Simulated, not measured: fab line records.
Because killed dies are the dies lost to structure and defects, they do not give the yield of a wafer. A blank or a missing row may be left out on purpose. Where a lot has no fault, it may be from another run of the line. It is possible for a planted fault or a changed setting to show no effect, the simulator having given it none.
Lot-split experiment || flow n5Finfet || 21 wafers read across 7 lots, on a route 1938 steps long

ON THE SPLIT
At N5_BEOL_M3_ETCH_70 (etches SOC in N2/H2, target depth 80 nm, overetch 16 nm, time 120 s), the setting timeS was moved away from the recipe's 120 s on 7 of the 21 wafers read, by -19.5% to +21.4%. All remaining wafers had this setting at the recipe value.

The reading is taken at the split's own step.

THE READING
SiARC_of_BEOL_M3_COAT_68.thkNm (the simulator's own value, which no gauge read), in nm, at N5_BEOL_M3_ETCH_70 (etches SOC in N2/H2, target depth 80 nm, overetch 16 nm, time 120 s). No usual value for it is given in the file. Across the 14 wafers here that went through the recipe, the average is 6.4 nm and the standard deviation 0.15 nm.

{"wafer": "L075.1", "tool, chamber at the split": "rieDiel-02, 2", "timeS as run, s": 120, "against the recipe": "recipe", "SiARC_of_BEOL_M3_COAT_68.thkNm, nm": 6.6, "against lot-mates on the recipe": "-"}
{"wafer": "L075.3", "tool, chamber at the split": "rieDiel-02, 0", "timeS as run, s": 120, "against the recipe": "recipe", "SiARC_of_BEOL_M3_COAT_68.thkNm, nm": 6.2, "against lot-mates on the recipe": "-"}
{"wafer": "L075.4", "tool, chamber at the split": "rieDiel-02, 1", "timeS as run, s": 120, "against the recipe": "recipe", "SiARC_of_BEOL_M3_COAT_68.thkNm, nm": 6.4, "against lot-mates on the recipe": "-"}
{"wafer": "L078.1", "tool, chamber at the split": "rieDiel-02, 2", "timeS as run, s": 129, "against the recipe": "+7.5%", "SiARC_of_BEOL_M3_COAT_68.thkNm, nm": 6.2, "against lot-mates on the recipe": -0.4}
{"wafer": "L078.2", "tool, chamber at the split": "rieDiel-02, 0", "timeS as run, s": 129, "against the recipe": "+7.5%", "SiARC_of_BEOL_M3_COAT_68.thkNm, nm": 5.8, "against lot-mates on the recipe": -0.8}
{"wafer": "L078.6", "tool, chamber at the split": "rieDiel-02, 3", "timeS as run, s": 120, "against the recipe": "recipe", "SiARC_of_BEOL_M3_COAT_68.thkNm, nm": 6.6, "against lot-mates on the recipe": "-"}
{"wafer": "L085.1", "tool, chamber at the split": "rieDiel-04, 3,2", "timeS as run, s": 120, "against the recipe": "recipe", "SiARC_of_BEOL_M3_COAT_68.thkNm, nm": 6.4, "against lot-mates on the recipe": "-"}
{"wafer": "L085.5", "tool, chamber at the split": "rieDiel-04, 3,2", "timeS as run, s": 120, "against the recipe": "recipe", "SiARC_of_BEOL_M3_COAT_68.thkNm, nm": 6.4, "against lot-mates on the recipe": "-"}
{"wafer": "L085.6", "tool, chamber at the split": "rieDiel-04, 1", "timeS as run, s": 145.7, "against the recipe": "+21.4%", "SiARC_of_BEOL_M3_COAT_68.thkNm, nm": 5.2, "against lot-mates on the recipe": -1.2}
{"wafer": "L087.3", "tool, chamber at the split": "rieDiel-02, 2", "timeS as run, s": 120, "against the recipe": "recipe", "SiARC_of_BEOL_M3_COAT_68.thkNm, nm": 6.6, "against lot-mates on the recipe": "-"}
{"wafer": "L087.4", "tool, chamber at the split": "rieDiel-02, 3", "timeS as run, s": 96.62, "against the recipe": "-19.5%", "SiARC_of_BEOL_M3_COAT_68.thkNm, nm": 7.6, "against lot-mates on the recipe": "+1.1"}
{"wafer": "L087.6", "tool, chamber at the split": "rieDiel-02, 1", "timeS as run, s": 120, "against the recipe": "recipe", "SiARC_of_BEOL_M3_COAT_68.thkNm, nm": 6.4, "against lot-mates on the recipe": "-"}
{"wafer": "L093.3", "tool, chamber at the split": "rieDiel-04, 3", "timeS as run, s": 120, "against the recipe": "recipe", "SiARC_of_BEOL_M3_COAT_68.thkNm, nm": 6.4, "against lot-mates on the recipe": "-"}
{"wafer": "L093.4", "tool, chamber at the split": "rieDiel-04, 1", "timeS as run, s": 120, "against the recipe": "recipe", "SiARC_of_BEOL_M3_COAT_68.thkNm, nm": 6.6, "against lot-mates on the recipe": "-"}
{"wafer": "L093.6", "tool, chamber at the split": "rieDiel-04, 0", "timeS as run, s": 107.9, "against the recipe": "-10.1%", "SiARC_of_BEOL_M3_COAT_68.thkNm, nm": 7, "against lot-mates on the recipe": "+0.5"}
{"wafer": "L092.1", "tool, chamber at the split": "rieDiel-03, 1", "timeS as run, s": 120, "against the recipe": "recipe", "SiARC_of_BEOL_M3_COAT_68.thkNm, nm": 6.6, "against lot-mates on the recipe": "-"}
{"wafer": "L092.3", "tool, chamber at the split": "rieDiel-03, 3,1", "timeS as run, s": 103.5, "against the recipe": "-13.7%", "SiARC_of_BEOL_M3_COAT_68.thkNm, nm": 7.4, "against lot-mates on the recipe": "+0.8"}
{"wafer": "L092.6", "tool, chamber at the split": "rieDiel-03, 3,1", "timeS as run, s": 103.5, "against the recipe": "-13.7%", "SiARC_of_BEOL_M3_COAT_68.thkNm, nm": 7.4, "against lot-mates on the recipe": "+0.8"}
{"wafer": "L097.3", "tool, chamber at the split": "rieDiel-02, 0,1", "timeS as run, s": 120, "against the recipe": "recipe", "SiARC_of_BEOL_M3_COAT_68.thkNm, nm": 6.2, "against lot-mates on the recipe": "-"}
{"wafer": "L097.5", "tool, chamber at the split": "rieDiel-02, 0,1", "timeS as run, s": 120, "against the recipe": "recipe", "SiARC_of_BEOL_M3_COAT_68.thkNm, nm": 6.2, "against lot-mates on the recipe": "-"}
{"wafer": "L097.6", "tool, chamber at the split": "rieDiel-02, 2", "timeS as run, s": 120, "against the recipe": "recipe", "SiARC_of_BEOL_M3_COAT_68.thkNm, nm": 6.6, "against lot-mates on the recipe": "-"}
If several chambers appear in one row, that row covers several wafers at once and the file leaves open which wafer was in which chamber.

FIT RESULTS
A straight line over all 21 wafers: SiARC_of_BEOL_M3_COAT_68.thkNm changes by -0.0612 nm for each +1% of timeS; r = -0.96; the points scatter about the line by 0.15 nm.
The same after taking each lot's own level away (the mean of its wafers on the recipe; 21 wafers): -0.0584 nm for each +1%; r = -0.96; scatter 0.14 nm.
Per that fit: largest timeS move, reading shift of 1.3 nm.
The lots' own levels span 6.33 to 6.60 nm, that is 1.7 times the standard deviation above.
Consequently the slope shifts little with the lot-to-lot level, the two slopes agreeing.
Check: for one of the wafers moved furthest among these (+21.4%), held out of the fit, the line's prediction against its lot-mates is -1.32 nm. It came out at -1.2 nm against them.

FURTHER SPLITS ON THESE WAFERS
Other splits were also applied to these wafers ahead of the reading. Each is held against what the fit with the lots' levels taken away leaves over:
{"other split on the same wafers": "N5_BEOL_M0_TRENCH_ETCH_107 targetDepthA", "wafers away from the commonest value": 7, "r with SiARC_of_BEOL_M3_COAT_68.thkNm (lot level and that fit taken away)": "+0.12"}
{"other split on the same wafers": "N5_BEOL_M1_EXPOSE_25 doseMj", "wafers away from the commonest value": 6, "r with SiARC_of_BEOL_M3_COAT_68.thkNm (lot level and that fit taken away)": "+0.11"}
{"other split on the same wafers": "N5_BEOL_M2_COAT_73 spinRpm", "wafers away from the commonest value": 5, "r with SiARC_of_BEOL_M3_COAT_68.thkNm (lot level and that fit taken away)": -0.01}
{"other split on the same wafers": "N5_BEOL_M2_DESCUM_16 timeS", "wafers away from the commonest value": 4, "r with SiARC_of_BEOL_M3_COAT_68.thkNm (lot level and that fit taken away)": "+0.36"}
{"other split on the same wafers": "N5_BEOL_M3_EXPOSE_25 doseMj", "wafers away from the commonest value": 7, "r with SiARC_of_BEOL_M3_COAT_68.thkNm (lot level and that fit taken away)": -0.38}

THE FILE'S OWN FIT
SiARC_of_BEOL_M3_COAT_68.thkNm changes by -0.0571 nm for each +1% of timeS, r = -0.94.
